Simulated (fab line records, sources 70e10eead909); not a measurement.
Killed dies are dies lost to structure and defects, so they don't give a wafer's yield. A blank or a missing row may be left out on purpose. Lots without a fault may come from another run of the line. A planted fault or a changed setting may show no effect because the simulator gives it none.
Which tool did it? | flow nand_harc | 24 lots, 72 wafers sampled, at 3 steps of a route of 1302

WHAT THE GAUGES READ, wafer by wafer
NHARC_A_SOURCE_PLATE_THK_MEAS_09: measures by ellipsometry. Usual: thk_nm 9.6 nm, standard deviation 0.95.
lot  | measured     | on            | thk_nm (nm)    | flag
L074 | day 7 01:04  | film_metro-02 | 10.5 8.6 9.4   |
L075 | day 8 01:35  | film_metro-02 | 11.5 9.9 11.6  |
L077 | day 8 04:38  | film_metro-02 | 8.9 10.5 10.7  |
L076 | day 8 04:38  | film_metro-01 | 8.5 9.9 10.3   |
L078 | day 9 06:53  | film_metro-01 | 9.4 9.9 10.2   |
L079 | day 9 06:53  | film_metro-02 | 8.6 8.1 11.2   |
L080 | day 9 17:12  | film_metro-02 | 11.2 8.6 8.0   |
L081 | day 10 00:08 | film_metro-01 | 9.8 8.0 8.7    |
L082 | day 10 17:41 | film_metro-01 | 10.0 11.3 8.1  |
L083 | day 10 17:41 | film_metro-02 | 10.1 10.0 10.0 |
L084 | day 11 16:05 | film_metro-01 | 9.6 9.8 9.8    |
L085 | day 11 19:10 | film_metro-02 | 8.2 9.7 9.2    |
L086 | day 13 03:27 | film_metro-01 | 11.3 8.3 9.4   |
L088 | day 13 03:27 | film_metro-02 | 9.5 8.1 9.8    |
L089 | day 13 03:27 | film_metro-02 | 7.4 10.5 10.5  |
L087 | day 13 13:07 | film_metro-01 | 9.8 8.8 10.5   |
L090 | day 14 07:10 | film_metro-01 | 9.1 9.6 9.6    |
L091 | day 14 07:10 | film_metro-02 | 8.8 9.8 9.4    |
L092 | day 14 21:06 | film_metro-01 | 11.5 9.4 9.4   |
L093 | day 15 08:13 | film_metro-02 | 8.9 10.0 10.2  |
L094 | day 15 20:00 | film_metro-02 | 8.7 9.7 10.7   |
L096 | day 16 06:04 | film_metro-01 | 10.4 10.2 10.5 |
L095 | day 16 06:04 | film_metro-02 | 9.7 9.2 8.6    |
L097 | day 16 18:25 | film_metro-01 | 8.1 10.1 9.4   |

NHARC_A_SOURCE_PLATE_INSPECT_08. Usual: raw_defect_count 62, standard deviation 27.
lot  | measured     | on                | raw_defect_count | flag
L074 | day 7 13:34  | defect_inspect-01 | 88 111 153       |
L075 | day 8 14:47  | defect_inspect-01 | 80 86 89         |
L077 | day 8 14:47  | defect_inspect-02 | 41 45 63         |
L076 | day 8 14:50  | defect_inspect-01 | 48 79 62         |
L078 | day 9 19:27  | defect_inspect-01 | 39 37 29         |
L079 | day 9 19:27  | defect_inspect-02 | 78 45 66         |
L080 | day 10 08:53 | defect_inspect-01 | 37 64 56         |
L081 | day 10 13:15 | defect_inspect-01 | 48 70 58         |
L082 | day 11 06:33 | defect_inspect-02 | 45 55 38         |
L083 | day 11 06:33 | defect_inspect-01 | 84 57 53         |
L084 | day 12 05:08 | defect_inspect-01 | 80 86 59         |
L085 | day 12 05:08 | defect_inspect-02 | 31 42 42         |
L086 | day 13 17:54 | defect_inspect-02 | 74 62 106        |
L088 | day 13 17:56 | defect_inspect-01 | 40 58 77         |
L089 | day 13 17:53 | defect_inspect-01 | 14 54 26         |
L087 | day 14 01:34 | defect_inspect-02 | 29 49 37         |
L090 | day 14 20:17 | defect_inspect-01 | 75 48 103        |
L091 | day 14 20:17 | defect_inspect-02 | 45 40 84         |
L092 | day 15 11:52 | defect_inspect-01 | 40 30 23         |
L093 | day 15 23:40 | defect_inspect-02 | 50 55 63         |
L094 | day 16 08:45 | defect_inspect-02 | 91 38 103        |
L096 | day 16 21:38 | defect_inspect-02 | 53 98 48         |
L095 | day 16 21:38 | defect_inspect-02 | 38 78 70         |
L097 | day 17 08:14 | defect_inspect-02 | 26 38 33         |

NHARC_A_ONON_D1_THK_MEAS_30: measures by ellipsometry. Usual: thk_nm 1001 nm, standard deviation 9.
lot  | measured     | on            | thk_nm (nm)    | flag
L074 | day 8 05:57  | film_metro-02 | 1007 1007 1007 |
L075 | day 9 04:16  | film_metro-02 | 1005 1005 1007 |
L077 | day 9 04:25  | film_metro-01 | 1003 1003 1006 |
L076 | day 9 04:38  | film_metro-02 | 998 998 999    |
L078 | day 10 08:24 | film_metro-02 | 1002 1000 1002 |
L079 | day 10 08:24 | film_metro-01 | 1014 1015 1013 |
L080 | day 10 22:07 | film_metro-02 | 1003 1002 1004 |
L081 | day 11 04:48 | film_metro-01 | 1015 1015 1014 |
L082 | day 11 19:27 | film_metro-01 | 1001 1000 998  |
L083 | day 11 19:27 | film_metro-02 | 1013 1015 1012 |
L084 | day 12 18:02 | film_metro-02 | 999 1003 1001  |
L085 | day 12 18:01 | film_metro-01 | 979 981 978    |
L086 | day 14 10:49 | film_metro-02 | 992 992 990    |
L088 | day 14 10:49 | film_metro-01 | 999 1001 1001  |
L089 | day 14 10:49 | film_metro-02 | 1007 1007 1007 |
L087 | day 14 18:40 | film_metro-02 | 1011 1011 1011 |
L090 | day 15 09:17 | film_metro-01 | 1016 1016 1016 |
L091 | day 15 09:16 | film_metro-02 | 990 989 989    |
L092 | day 16 03:59 | film_metro-02 | 991 992 991    |
L093 | day 16 12:53 | film_metro-01 | 999 996 999    |
L094 | day 16 21:37 | film_metro-01 | 1002 1002 1001 |
L096 | day 17 10:37 | film_metro-02 | 990 990 991    |
L095 | day 17 10:34 | film_metro-01 | 998 999 999    |
L097 | day 17 21:10 | film_metro-01 | 994 994 994    |

WHICH TOOL RAN EACH LOT (tool, then ch and the chambers of the sampled wafers, then the start)
The record holds no process step before these readings.

WHAT THE TOOLS THEMSELVES READ (means of the sampled wafers that have a number; where no wafer has one, the mark that the record gives instead)
The record holds no such reading with a usual standard deviation.

THE ANSWER, worked out from the rows above alone
Rule: a lot is off if the mean of its wafers that have a number lies more than 3 standard deviations from the usual mean. A lot without any number at a reading at which 4 lots or more have one is off too. The other lots that the step has rows for count as sound. The gauges are gone through in route order, then the tools' own readings, and for those a lot's mean is taken as printed above. The first step at which some lot is off is used, and at that step the reading that is off furthest; a lot without a number counts as furthest.
No lot is off at any reading shown: from this, nothing can be told.

WHAT THE SIMULATOR HAD PUT IN
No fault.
